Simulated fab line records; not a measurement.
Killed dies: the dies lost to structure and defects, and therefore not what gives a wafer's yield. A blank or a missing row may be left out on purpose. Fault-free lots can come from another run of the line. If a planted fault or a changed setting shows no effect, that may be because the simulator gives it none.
Which tool is to blame? -- flow nand_harc -- 12 lots with 36 wafers sampled at 2 steps, on a route of 1159 steps

== WHAT EACH GAUGE READ, for each wafer ==
NHARC_A_BLC_INSPECT_28.
lot,measured,on,raw_defect_count
L074,day 17 17:58,defect_inspect-02,310 262 343
L078,day 18 04:02,defect_inspect-01,357 421 362
L077,day 18 09:03,defect_inspect-01,386 532 456
L082,day 19 16:11,defect_inspect-01,405 541 446
L083,day 19 20:52,defect_inspect-01,236 372 488
L085,day 20 13:05,defect_inspect-01,413 425 393
L086,day 20 18:38,defect_inspect-01,294 300 503
L088,day 21 08:29,defect_inspect-02,413 439 519
L090,day 22 00:30,defect_inspect-02,519 556 609
L095,day 23 04:38,defect_inspect-02,354 614 559
L093,day 23 12:35,defect_inspect-01,329 278 336
L097,day 23 17:28,defect_inspect-01,577 581 420

== WHAT TOOL EACH LOT RAN ON (gives the tool, then ch and the chambers of the sampled wafers, and finally the start) ==
lot,NHARC_A_BLC_STRIP_21
L074,"rie_diel-04 ch 0,1,3, day 17 13:50"
L078,"rie_diel-04 ch 1,3, day 17 22:32"
L077,"rie_diel-04 ch 0,3, day 18 06:41"
L082,"rie_diel-12 ch 1,2,3, day 19 12:48"
L083,"rie_diel-12 ch 1,2,3, day 19 18:50"
L085,"rie_diel-01 ch 0,2,3, day 20 10:49"
L086,"rie_diel-12 ch 0,2,3, day 20 14:49"
L088,"rie_diel-04 ch 2,3, day 20 21:17"
L090,"rie_diel-12 ch 1,2,3, day 21 19:23"
L095,"rie_diel-04 ch 0,1,3, day 22 17:41"
L093,"rie_diel-04 ch 0,1, day 23 07:20"
L097,"rie_diel-01 ch 1,2, day 23 15:40"
- NHARC_A_BLC_STRIP_21: strips in O2.

== THE ANSWER, worked out from the rows above alone ==
Rule: the lots themselves supply what counts as usual. Put in order of their means at a reading, lots are off if they are a third of the lots or fewer, leave a main group of 4 or more, and stand apart from it by a gap of 3 or more times the standard deviation of the main group's means; of several such gaps the widest counts. A main group is skipped when, at the precision printed for the reading in the tables above, its means are all equal. Also off: a lot with no number at a reading for which 4 or more lots have one. Any other lot the step has rows for is counted as sound.
None of the lots is off at any reading shown; this tells nothing.

== WHAT HAD BEEN PUT IN BY THE SIMULATOR ==
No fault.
